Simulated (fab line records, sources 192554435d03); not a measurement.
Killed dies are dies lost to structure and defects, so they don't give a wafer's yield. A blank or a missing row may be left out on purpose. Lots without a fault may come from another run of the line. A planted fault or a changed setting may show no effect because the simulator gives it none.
fab line records | flow n5_finfet
record lots=24 wafers=72 last_day=17
route steps=1938 shown MOL_CONTACT_COAG@624 BEOL_M0_SAQP@650 BEOL_M0@723 BEOL_M1@768
lots that met no fault: from a run of the same line without faults
start_h: hours from the record's first day to the start of the lot's first wafer shown | wait_h: hours since the lot's step before | " the same as in the row above | L1.1+2: a row that stands for several wafers | - no value, or no start given | * or withheld: withheld | < > ~ a bound
route shown NAME@n: a module of which the file shows steps, and the number in the route of the first | usual: mean/standard deviation of fault-free wafers | same: alike in all rows | chamber/n: place in a boat | sites: the reading at each site | _std_site: their standard deviation | _edge_site: outer sites' mean less inner sites' | radius_mm: how far each site lies from the wafer's centre | mask NAME#n: copy n | behind: the tool/chamber that last shaped the wafer | hold: why the lot was held/for how many hours/how that ended | device: the transistor (n, p or np) that didn't switch | end of line: the same wafers' tests at the end of the route | a step without rows: its recipe alone | killed: dies lost to structure and defects at the first sort, not the wafer's yield | map: a wafer's dies, x killed, . not, _ none there
set.NAME: the setting as run; set.NAME@STEP: as run at that earlier step | model.NAME: the simulator's own value behind a step, which no gauge read
steps of the route over a sample of lots; a table a step, a row a wafer
services: from which hour (start_h, from the record's first day; less than 0 if before it) a tool's chamber was out of use, for how many hours, and why
## steps
# step N5_MOL_CONTACT_COAG_CVD_140
# recipe material=W target_thk_a=665 mode=selective_fill temp_c=300 time_s=215
# usual heater_power_w=490/15 susceptor_temp_C=300.02/0.2
# columns lot.wafer tool chamber start_h wait_h heater_power_w susceptor_temp_C
L074.1 cvd_w-02 0 104.78 0.1 507 300.00
L074.2 " 1 " " 505 299.65
L074.3 " 0 " " 483 299.90
L075.2 cvd_w-01 1 108.93 0.1 455 300.28
L075.3 " 0 " " 484 300.10
L075.6 " 0 " " 493 300.15
L076.2 cvd_w-01 1 118.87 0.1 470 299.92
L076.5 " 0 " " 490 299.45
L076.6 " 1 " " 470 300.16
L077.1 cvd_w-01 0 122.63 0.1 488 300.00
L077.2 " 1 " " 464 299.98
L077.5 " 1 " " 463 299.96
L078.2 cvd_w-02 0 123.50 0.1 495 300.20
L078.4 " 1 " " 487 300.03
L078.6 " 0 " " 487 300.03
L079.1 cvd_w-01 0 130.32 0.1 481 300.00
L079.2 " 1 " " 457 299.86
L079.4 " 1 " " 460 300.23
L080.2 cvd_w-01 1 136.07 0.1 463 300.18
L080.3 " 0 " " 485 299.99
L080.6 " 1 " " 466 300.08
L081.1 cvd_w-02 0 143.51 0.1 495 300.03
L081.3 " 0 " " 494 299.69
L081.6 " 1 " " 500 299.62
L082.2 cvd_w-02 1 151.41 0.1 503 300.03
L082.3 " 1 " " 492 299.79
L082.6 " 1 " " 495 300.22
L083.3 cvd_w-02 0 158.53 0.1 502 300.11
L083.4 " 1 " " 509 300.13
L083.5 " 0 " " 490 300.33
L084.1 cvd_w-01 0 162.62 0.1 480 299.74
L084.2 " 1 " " 483 300.10
L084.4 " 0 " " 492 299.85
L086.2 cvd_w-01 0 169.97 0.1 490 299.69
L086.3 " 1 " " 475 299.99
L086.4 " 0 " " 480 299.76
L085.1 cvd_w-02 1 173.31 0.1 514 299.94
L085.4 " 1 " " 499 300.14
L085.5 " 1 " " 501 300.15
L087.4 cvd_w-01 1 183.20 0.1 459 299.98
L087.5 " 0 " " 485 300.21
L087.6 " 1 " " 466 300.18
L088.2 cvd_w-02 0 183.82 0.1 496 300.20
L088.4 " 1 " " 507 299.86
L088.6 " 1 " " 506 300.05
L089.2 cvd_w-02 1 193.01 0.1 498 300.14
L089.3 " 0 " " 491 300.03
L089.6 " 1 " " 489 300.25
L090.4 cvd_w-01 1 201.38 0.1 465 299.94
L090.5 " 0 " " 495 299.88
L090.6 " 1 " " 468 300.50
L091.1 cvd_w-02 0 205.23 0.1 496 299.94
L091.4 " 1 " " 504 299.90
L091.5 " 0 " " 496 300.16
L092.1 cvd_w-02 0 210.34 0.1 494 299.96
L092.2 " 1 " " 498 300.01
L092.4 " 1 " " 489 300.11
L093.1 cvd_w-02 0 217.06 0.1 487 300.11
L093.3 " 1 " " 516 299.96
L093.4 " 0 " " 495 300.20
L094.4 cvd_w-02 1 221.20 0.1 511 299.98
L094.5 " 1 " " 513 299.92
L094.6 " 0 " " 495 299.49
L095.2 cvd_w-02 0 229.14 0.1 492 299.81
L095.3 " 0 " " 481 299.85
L095.5 " 1 " " 501 300.37
L096.1 cvd_w-02 1 236.74 0.1 505 299.72
L096.2 " 0 " " 504 299.99
L096.3 " 1 " " 503 300.03
L097.3 cvd_w-02 0 240.39 0.1 488 299.78
L097.4 " 1 " " 507 299.90
L097.6 " 0 " " 490 299.90
# step N5_BEOL_M0_SAQP_OVL_MEAS_15
# recipe points_per_wafer=44
# usual M0_CORE_OVL=-0.5/0.69
# columns lot.wafer tool chamber start_h wait_h M0_CORE_OVL[nm]
L074.1 overlay-02 0 112.37 0.0 -1.4
L074.2 " 0 " " -2.5
L074.3 " 0 " " -1.3
L075.2 overlay-02 0 115.94 0.0 -1.2
L075.3 " 0 " " 0.4
L075.6 " 0 " " -1.9
L076.2 overlay-01 0 124.36 0.0 -1.2
L076.5 " 0 " " -1.1
L076.6 " 0 " " 0.0
L077.1 overlay-02 0 127.55 0.0 -0.1
L077.2 " 0 " " -0.7
L077.5 " 0 " " -0.3
L078.2 overlay-02 0 134.95 0.0 0.2
L078.4 " 0 " " -0.4
L078.6 " 0 " " -1.1
L079.1 overlay-01 0 135.97 0.0 -1.0
L079.2 " 0 " " -0.6
L079.4 " 0 " " 0.1
L080.2 overlay-02 0 140.88 0.0 0.1
L080.3 " 0 " " -0.8
L080.6 " 0 " " 0.6
L081.1 overlay-02 0 148.98 0.0 -0.6
L081.3 " 0 " " 0.2
L081.6 " 0 " " 0.7
L082.2 overlay-02 0 157.39 0.0 -0.6
L082.3 " 0 " " -0.6
L082.6 " 0 " " 0.1
L083.3 overlay-02 0 164.24 0.0 -0.3
L083.4 " 0 " " -0.7
L083.5 " 0 " " -0.1
L084.1 overlay-02 0 168.07 0.0 -0.6
L084.2 " 0 " " 0.2
L084.4 " 0 " " 0.3
L086.2 overlay-01 0 175.86 0.0 0.1
L086.3 " 0 " " -0.7
L086.4 " 0 " " -0.7
L085.1 overlay-01 0 179.76 0.0 1.6
L085.4 " 0 " " -0.6
L085.5 " 0 " " 0.7
L087.4 overlay-01 0 188.90 0.0 -1.3
L087.5 " 0 " " -1.6
L087.6 " 0 " " -1.7
L088.2 overlay-01 0 192.32 0.0 -0.6
L088.4 " 0 " " 0.2
L088.6 " 0 " " -0.4
L089.2 overlay-02 0 199.27 0.0 -0.6
L089.3 " 0 " " 1.1
L089.6 " 0 " " -0.3
L090.4 overlay-01 0 209.15 0.0 -1.1
L090.5 " 0 " " 0.1
L090.6 " 0 " " -0.6
L091.1 overlay-01 0 212.43 0.0 0.3
L091.4 " 0 " " -0.7
L091.5 " 0 " " 0.8
L092.1 overlay-02 0 215.36 0.0 -0.6
L092.2 " 0 " " -0.5
L092.4 " 0 " " -0.6
L093.1 overlay-02 0 223.57 0.0 -0.4
L093.3 " 0 " " -1.1
L093.4 " 0 " " -0.7
L094.4 overlay-02 0 227.14 0.0 -1.2
L094.5 " 0 " " -0.9
L094.6 " 0 " " -0.8
L095.2 overlay-02 0 234.60 0.0 0.5
L095.3 " 0 " " -0.9
L095.5 " 0 " " -1.0
L096.1 overlay-02 0 242.67 0.0 0.7
L096.2 " 0 " " 0.1
L096.3 " 0 " " 0.6
L097.3 overlay-02 0 245.80 0.0 0.7
L097.4 " 0 " " 0.0
L097.6 " 0 " " -0.8
# step N5_BEOL_M0_SAQP_SPACER2_ALD_26
# recipe material=SiO2 target_thk_a=150 temp_c=300 ald_precursor_family=BDEAS ald_co_reactant=O2-plasma pulse_time_s=1 purge_time_s=2 co_reactant_purge_time_s=2 pressure_torr=2
# usual heater_power_w=446/55 precursor_pulse_height_rel=0.999/0.018 susceptor_temp_C=299.95/0.2
# columns lot.wafer tool chamber start_h wait_h heater_power_w precursor_pulse_height_rel susceptor_temp_C
L074.1 ald_sin-03 0 115.46 0.1 415 0.983 299.80
L074.2 " 1 " " 481 0.998 299.69
L074.3 " 2 " " 459 0.973 300.12
L075.2 ald_sin-01 0 118.85 0.4 391 0.997 299.75
L075.3 " 3 " " 408 1.010 300.16
L075.6 " 2 " " 567 1.004 299.97
L076.2 ald_sin-01 2 127.24 0.2 561 1.033 300.16
L076.5 " 2 " " 563 0.994 300.18
L076.6 " 1 " " 392 1.019 299.68
L077.1 ald_sin-03 3 130.19 0.1 424 0.990 299.85
L077.2 " 2 " " 444 1.008 299.73
L077.5 " 2 " " 460 1.002 299.62
L078.2 ald_sin-01 2 137.81 0.1 578 1.017 299.98
L078.4 " 3 " " 406 0.987 299.59
L078.6 " 0 " " 389 1.018 299.87
L079.1 ald_sin-02 1 138.91 0.1 403 0.993 300.24
L079.2 " 3 " " 430 1.002 299.88
L079.4 " 2 " " 405 1.022 299.96
L080.2 ald_sin-01 3 143.89 0.2 400 0.981 299.85
L080.3 " 1 " " 383 0.995 300.06
L080.6 " 1 " " 392 1.003 299.90
L081.1 ald_sin-02 3 151.77 0.1 428 1.005 299.88
L081.3 " 2 " " 413 0.993 299.99
L081.6 " 3 " " 416 0.984 299.88
L082.2 ald_sin-03 0 160.22 0.1 413 1.016 299.93
L082.3 " 1 " " 484 0.978 299.76
L082.6 " 0 " " 412 0.992 299.75
L083.3 ald_sin-01 3 167.82 0.8 419 1.029 299.79
L083.4 " 1 " " 386 0.994 299.85
L083.5 " 3 " " 421 1.010 300.00
L084.1 ald_sin-02 3 170.76 0.1 416 1.002 300.09
L084.2 " 1 " " 389 1.017 300.40
L084.4 " 0 " " 557 0.976 300.32
L086.2 ald_sin-02 0 180.33 1.7 524 1.010 300.09
L086.3 " 2 " " 406 0.983 300.12
L086.4 " 3 " " 401 1.020 299.87
L085.1 ald_sin-03 3 187.31 2.3 448 0.975 300.05
L085.4 " 1 " " 481 0.972 300.21
L085.5 " 1 " " 489 1.001 299.96
L087.4 ald_sin-03 3 192.73 0.3 428 1.010 299.74
L087.5 " 3 " " 449 1.010 299.84
L087.6 " 1 " " 490 1.029 300.34
L088.2 ald_sin-03 1 195.15 0.1 491 0.992 299.79
L088.4 " 1 " " 481 0.986 299.77
L088.6 " 3 " " 437 0.988 299.91
L089.2 ald_sin-03 1 203.69 1.6 487 0.977 300.13
L089.3 " 3 " " 435 1.006 299.65
L089.6 " 1 " " 488 1.025 299.69
L090.4 ald_sin-03 1 212.25 0.3 489 1.000 299.79
L090.5 " 3 " " 444 1.005 300.13
L090.6 " 0 " " 410 0.986 299.98
L091.1 ald_sin-02 1 216.90 1.5 393 0.990 299.85
L091.4 " 3 " " 418 0.990 300.08
L091.5 " 3 " " 412 1.006 300.01
L092.1 ald_sin-01 0 218.95 0.1 396 1.007 300.04
L092.2 " 1 " " 391 1.019 300.04
L092.4 " 3 " " 409 1.009 299.74
L093.1 ald_sin-01 2 227.24 0.1 573 1.005 299.89
L093.3 " 0 " " 394 1.021 299.65
L093.4 " 3 " " 408 0.977 300.26
L094.4 ald_sin-03 1 230.34 0.3 490 1.010 300.13
L094.5 " 0 " " 417 1.026 300.12
L094.6 " 3 " " 431 1.013 299.98
L095.2 ald_sin-01 2 237.26 0.1 547 1.025 299.99
L095.3 " 3 " " 419 1.058 299.83
L095.5 " 1 " " 394 0.969 299.91
L096.1 ald_sin-03 2 245.67 0.1 465 1.001 299.76
L096.2 " 1 " " 493 1.004 299.94
L096.3 " 3 " " 441 0.978 299.97
L097.3 ald_sin-01 1 248.46 0.1 393 0.971 299.85
L097.4 " 3 " " 419 0.989 300.10
L097.6 " 2 " " 578 0.996 299.60
# step N5_BEOL_M0_OCD_MEAS_108
# usual trench_depth_nm=32.6/0.78
# columns lot.wafer tool chamber start_h wait_h trench_depth_nm
L074.1 ocd-02 - 120.83 0.1 31.2
L074.2 " - " " 33.8
L074.3 " - " " 33.0
L075.2 ocd-01 - 124.90 0.1 32.5
L075.3 " - " " 31.9
L075.6 " - " " 32.3
L077.1 ocd-01 - 135.25 0.1 33.5
L077.2 " - " " 33.2
L077.5 " - " " 32.0
L076.2 ocd-01 - 135.34 0.1 32.7
L076.5 " - " " 31.8
L076.6 " - " " 31.3
L078.2 ocd-02 - 142.04 0.1 31.6
L078.4 " - " " 32.2
L078.6 " - " " 32.3
L079.1 ocd-01 - 145.30 0.1 32.0
L079.2 " - " " 32.1
L079.4 " - " " 33.3
L080.2 ocd-01 - 147.80 0.1 32.2
L080.3 " - " " 33.8
L080.6 " - " " 32.6
L081.1 ocd-01 - 157.42 0.1 31.8
L081.3 " - " " 32.3
L081.6 " - " " 32.2
L082.2 ocd-01 - 166.78 0.1 33.8
L082.3 " - " " 33.5
L082.6 " - " " 33.7
L083.3 ocd-01 - 174.30 0.1 31.8
L083.4 " - " " 34.1
L083.5 " - " " 31.4
L084.1 ocd-01 - 175.70 0.1 33.7
L084.2 " - " " 32.3
L084.4 " - " " 32.2
L086.2 ocd-02 - 183.94 0.1 31.9
L086.3 " - " " 33.0
L086.4 " - " " 31.3
L085.1 ocd-02 - 191.80 0.1 32.3
L085.4 " - " " 32.3
L085.5 " - " " 31.5
L087.4 ocd-02 - 198.11 0.0 32.9
L087.5 " - " " 32.4
L087.6 " - " " 32.1
L088.2 ocd-01 - 199.02 0.1 33.8
L088.4 " - " " 32.2
L088.6 " - " " 31.8
L089.2 ocd-01 - 207.61 0.1 33.1
L089.3 " - " " 32.6
L089.6 " - " " 32.3
L090.4 ocd-01 - 217.92 0.1 31.9
L090.5 " - " " 31.7
L090.6 " - " " 32.1
L092.1 ocd-01 - 223.13 0.1 32.0
L092.2 " - " " 32.5
L092.4 " - " " 33.6
L091.1 ocd-02 - 223.47 0.1 33.5
L091.4 " - " " 33.2
L091.5 " - " " 33.6
L093.1 ocd-01 - 233.09 0.1 33.5
L093.3 " - " " 30.9
L093.4 " - " " 33.1
L094.4 ocd-02 - 235.62 0.1 31.6
L094.5 " - " " 33.4
L094.6 " - " " 31.1
L095.2 ocd-01 - 241.94 0.1 31.3
L095.3 " - " " 33.8
L095.5 " - " " 31.4
L096.1 ocd-02 - 253.65 0.1 32.5
L096.2 " - " " 34.2
L096.3 " - " " 33.2
L097.3 ocd-02 - 259.32 0.1 32.1
L097.4 " - " " 33.3
L097.6 " - " " 33.5
# step N5_BEOL_M0_SURFACE_TREAT_137
# recipe gas=Ar time_s=* ion_energy_ev=* ion_current_ma_cm2=0.5 pressure_mtorr=* ar_flow_sccm=30
# usual throttle_valve_pct=*
# columns lot.wafer tool chamber start_h wait_h throttle_valve_pct
L074.1 pvd_sputter-03 - 123.35 0.3 *
L074.2 " - " " *
L074.3 " - " " *
L075.2 pvd_sputter-02 - 127.09 0.2 *
L075.3 " - " " *
L075.6 " - " " *
L077.1 pvd_sputter-03 - 136.45 0.1 *
L077.2 " - " " *
L077.5 " - " " *
L076.2 pvd_sputter-03 - 136.49 0.2 *
L076.5 " - " " *
L076.6 " - " " *
L078.2 pvd_sputter-02 - 142.95 0.2 *
L078.4 " - " " *
L078.6 " - " " *
L079.1 pvd_sputter-01 - 145.96 0.1 *
L079.2 " - " " *
L079.4 " - " " *
L080.2 pvd_sputter-03 - 149.95 1.3 *
L080.3 " - " " *
L080.6 " - " " *
L081.1 pvd_sputter-02 - 158.17 0.3 *
L081.3 " - " " *
L081.6 " - " " *
L082.2 pvd_sputter-01 - 167.70 0.2 *
L082.3 " - " " *
L082.6 " - " " *
L083.3 pvd_sputter-02 - 175.76 0.2 *
L083.4 " - " " *
L083.5 " - " " *
L084.1 pvd_sputter-01 - 176.87 0.2 *
L084.2 " - " " *
L084.4 " - " " *
L086.2 pvd_sputter-03 - 185.13 0.2 *
L086.3 " - " " *
L086.4 " - " " *
L085.1 pvd_sputter-03 - 195.08 0.4 *
L085.4 " - " " *
L085.5 " - " " *
L087.4 pvd_sputter-01 - 199.28 0.1 *
L087.5 " - " " *
L087.6 " - " " *
L088.2 pvd_sputter-02 - 200.24 0.3 *
L088.4 " - " " *
L088.6 " - " " *
L089.2 pvd_sputter-01 - 208.87 0.2 *
L089.3 " - " " *
L089.6 " - " " *
L090.4 pvd_sputter-02 - 219.41 0.4 *
L090.5 " - " " *
L090.6 " - " " *
L092.1 pvd_sputter-02 - 223.99 0.1 *
L092.2 " - " " *
L092.4 " - " " *
L091.1 pvd_sputter-01 - 224.11 0.1 *
L091.4 " - " " *
L091.5 " - " " *
L093.1 pvd_sputter-03 - 234.53 0.3 *
L093.3 " - " " *
L093.4 " - " " *
L094.4 pvd_sputter-02 - 236.51 0.1 *
L094.5 " - " " *
L094.6 " - " " *
L095.2 pvd_sputter-01 - 243.12 0.2 *
L095.3 " - " " *
L095.5 " - " " *
L096.1 pvd_sputter-03 - 254.99 0.4 *
L096.2 " - " " *
L096.3 " - " " *
L097.3 pvd_sputter-02 - 260.99 0.2 *
L097.4 " - " " *
L097.6 " - " " *
# step N5_BEOL_M1_ETCH_74
# recipe chemistry=N2/H2 target=underlayer target_depth_a=65 mask_material=CAR-EUV time_s=5.2 ion_energy_ev=200 pressure_mtorr=30 source_w=840 bias_w=150 n2_flow_sccm=200 h2_flow_sccm=200 ends=cleared
# usual drypump_motor_current_A=5.7/0.31 etch_rf_on_time_s=5.13/0.15 oes_product_au=0.66/0.066 rf_vpp_V=524.1/2.6 showerhead_plenum_p_Torr=2.54/0.086 throttle_valve_pct=17.95/0.18
# columns lot.wafer tool chamber start_h wait_h drypump_motor_current_A etch_rf_on_time_s oes_product_au rf_hours_counter_h rf_vpp_V showerhead_plenum_p_Torr throttle_valve_pct
L074.1 rie_diel-03 3 126.93 0.0 5.2 5.09 0.65 159 523.9 2.54 18.01
L074.2 " 0 " " 5.4 5.19 0.63 180 526.8 2.53 18.10
L074.3 " 1 " " 6.2 4.98 0.64 171 521.2 2.43 18.03
L075.2 rie_diel-06 2 129.84 0.0 5.5 5.28 0.61 194 524.7 2.54 17.92
L075.3 " 3 " " 5.8 5.09 0.79 23 525.0 2.60 17.98
L075.6 " 0 " " 5.8 5.24 0.63 - 525.8 2.53 17.99
L077.1 rie_diel-05 1 139.83 0.0 5.7 5.03 0.65 148 527.1 2.53 17.51
L077.2 " 0 " " 5.9 4.89 0.68 131 521.9 2.44 17.93
L077.5 " 1 " " 5.7 5.06 0.65 - 524.0 2.53 17.52
L076.2 rie_diel-05 1 140.31 0.0 5.7 5.12 0.64 148 526.0 2.53 17.53
L076.5 " 1 " " 5.7 5.14 0.64 - 523.7 2.53 17.53
L076.6 " 0 " " 5.9 4.91 0.68 - 522.5 2.44 17.95
L078.2 rie_diel-03 3 148.65 0.0 5.3 5.14 0.65 167 523.6 2.54 18.04
L078.4 " 1 " " 6.2 5.02 0.63 - 519.9 2.43 18.05
L078.6 " 3 " " 5.3 5.14 0.65 - 525.0 2.54 18.02
L079.1 rie_diel-06 3 148.91 0.0 5.8 5.03 0.79 29 525.3 2.60 17.99
L079.2 " 0 " " 5.8 5.21 0.63 143 523.7 2.53 18.00
L079.4 " 2 " " 5.5 5.29 0.59 200 522.7 2.53 17.91
L080.2 rie_diel-03 0 153.71 0.0 5.4 5.29 0.61 190 524.5 2.53 18.12
L080.3 " 1 " " 6.2 5.05 0.62 182 521.2 2.43 18.06
L080.6 " 3 " " 5.2 5.16 0.64 - 527.0 2.54 18.02
L081.1 rie_diel-06 1 164.04 0.0 5.9 5.28 0.63 166 528.6 2.65 17.97
L081.3 " 0 " " 5.8 5.23 0.63 147 522.0 2.52 18.01
L081.6 " 1 " " 5.9 5.27 0.64 - 525.9 2.65 17.97
L082.2 rie_diel-03 3 171.65 0.0 5.3 5.16 0.63 177 523.4 2.53 18.02
L082.3 " 2 " " 5.5 5.13 0.78 4 527.6 2.72 17.64
L082.6 " 1 " " 6.2 5.06 0.61 - 520.7 2.43 18.09
L083.3 rie_diel-05 2 179.78 0.0 5.6 4.86 0.76 55 524.1 2.58 17.66
L083.4 " 3 " " 6.1 5.30 0.77 13 529.0 2.71 17.94
L083.5 " 1 " " 5.7 5.13 0.63 - 523.4 2.52 17.54
L084.1 rie_diel-03 0 184.30 0.0 5.4 5.19 0.60 200 526.3 2.53 18.15
L084.2 " 3 " " 5.3 5.15 0.64 180 524.3 2.53 18.05
L084.4 " 1 " " 6.3 5.09 0.62 192 521.0 2.42 18.10
L086.2 rie_diel-06 3 188.88 0.0 5.8 5.14 0.77 40 526.2 2.59 18.02
L086.3 " 0 " " 5.8 5.22 0.62 154 524.0 2.52 18.04
L086.4 " 1 " " 5.9 5.34 0.62 173 524.9 2.65 17.98
L085.1 rie_diel-03 1 199.24 0.0 6.2 5.08 0.60 197 520.8 2.42 18.08
L085.4 " 0 " " 5.4 5.21 0.59 204 523.1 2.52 18.16
L085.5 " 3 " " 5.2 5.22 0.62 - 523.4 2.53 18.09
L087.4 rie_diel-03 1 204.90 0.0 6.2 4.99 0.61 198 517.6 2.42 18.10
L087.5 " 3 " " 5.2 5.11 0.64 - 526.3 2.53 18.05
L087.6 " 0 " " 5.4 5.20 0.60 - 522.5 2.52 18.15
L088.2 rie_diel-05 0 204.97 0.0 5.8 4.94 0.67 153 518.8 2.43 17.98
L088.4 " 3 " " 6.1 5.39 0.75 20 529.0 2.71 17.94
L088.6 " 3 " " 6.1 5.37 0.76 - 528.9 2.71 17.96
L089.2 rie_diel-03 0 213.04 0.0 5.4 5.21 0.60 208 522.3 2.52 18.15
L089.3 " 3 " " 5.2 5.14 0.64 188 523.4 2.53 18.05
L089.6 " 1 " " 6.2 5.04 0.61 - 520.7 2.42 18.10
L090.4 rie_diel-05 1 224.20 0.0 5.7 5.02 0.63 - 523.4 2.52 17.58
L090.5 " 0 " " 5.8 4.88 0.64 - 521.7 2.43 17.97
L090.6 " 3 " " 6.1 5.31 0.74 - 530.1 2.70 17.98
L092.1 rie_diel-05 1 226.92 0.0 5.7 5.06 0.62 177 526.3 2.52 17.59
L092.2 " 3 " " 6.2 5.28 0.75 29 530.5 2.70 17.99
L092.4 " 0 " " 5.8 4.86 0.67 - 523.0 2.43 18.00
L091.1 rie_diel-06 3 227.18 0.0 5.8 5.14 0.76 52 526.8 2.59 18.04
L091.4 " 0 " " 5.8 5.19 0.61 166 525.0 2.52 18.05
L091.5 " 2 " " 5.5 5.43 0.57 - 525.1 2.52 17.93
L093.1 rie_diel-06 1 238.90 0.0 5.9 5.32 0.61 189 526.5 2.64 18.01
L093.3 " 3 " " 5.8 5.06 0.76 55 525.7 2.59 18.05
L093.4 " 2 " " 5.5 5.29 0.59 226 523.2 2.52 17.94
L094.4 rie_diel-03 0 239.34 0.0 5.4 5.17 0.59 - 522.5 2.52 18.19
L094.5 " 1 " " 6.2 4.95 0.61 - 520.5 2.42 18.13
L094.6 " 3 " " 5.2 5.03 0.62 - 522.8 2.52 18.07
L095.2 rie_diel-05 2 250.82 0.0 5.6 4.85 0.74 69 524.9 2.57 17.68
L095.3 " 1 " " 5.7 5.07 0.63 186 523.1 2.51 17.58
L095.5 " 2 " " 5.5 4.87 0.73 - 524.9 2.57 17.71
L096.1 rie_diel-06 2 259.12 0.0 5.5 5.28 0.57 231 520.9 2.52 17.95
L096.2 " 1 " " 5.9 5.27 0.61 194 525.8 2.64 18.02
L096.3 " 3 " " 5.8 5.10 0.75 60 524.0 2.58 18.04
L097.3 rie_diel-03 1 265.48 0.0 6.2 4.99 0.60 220 519.7 2.41 18.13
L097.4 " 0 " " 5.4 5.24 0.59 227 523.6 2.51 18.18
L097.6 " 1 " " 6.2 5.02 0.60 - 520.4 2.41 18.13
## services
# columns tool chamber start_h hours kind
ald_sin-03 - 86.05 14.0 pm
ald_sin-03 0 86.05 14.0 vent_cycle
ald_sin-03 1 86.05 14.0 vent_cycle
ald_sin-03 2 86.05 14.0 vent_cycle
ald_sin-02 1 93.30 6.1 repair
pvd_sputter-01 - 96.45 1.4 repair
pvd_sputter-03 - 96.64 1.2 repair
ald_sin-01 1 97.47 2.0 repair
rie_diel-03 2 100.80 22.0 repair
cvd_w-01 - 110.57 6.9 pm
rie_diel-06 1 113.13 2.7 repair
pvd_sputter-01 - 129.27 6.9 repair
cvd_w-02 - 136.49 0.4 repair
ald_sin-03 0 143.95 2.6 repair
rie_diel-05 2 147.57 7.4 repair
pvd_sputter-01 - 161.78 0.8 repair
ald_sin-01 - 179.83 6.1 pm
ald_sin-02 0 181.20 4.4 repair
ald_sin-02 - 193.37 2.7 repair
rie_diel-03 2 214.25 38.8 repair
ald_sin-03 1 238.22 2.6 repair
cvd_w-02 - 245.75 6.0 pm
ald_sin-03 2 259.47 5.1 repair
ald_sin-01 - 265.48 4.3 pm
## key
fault none
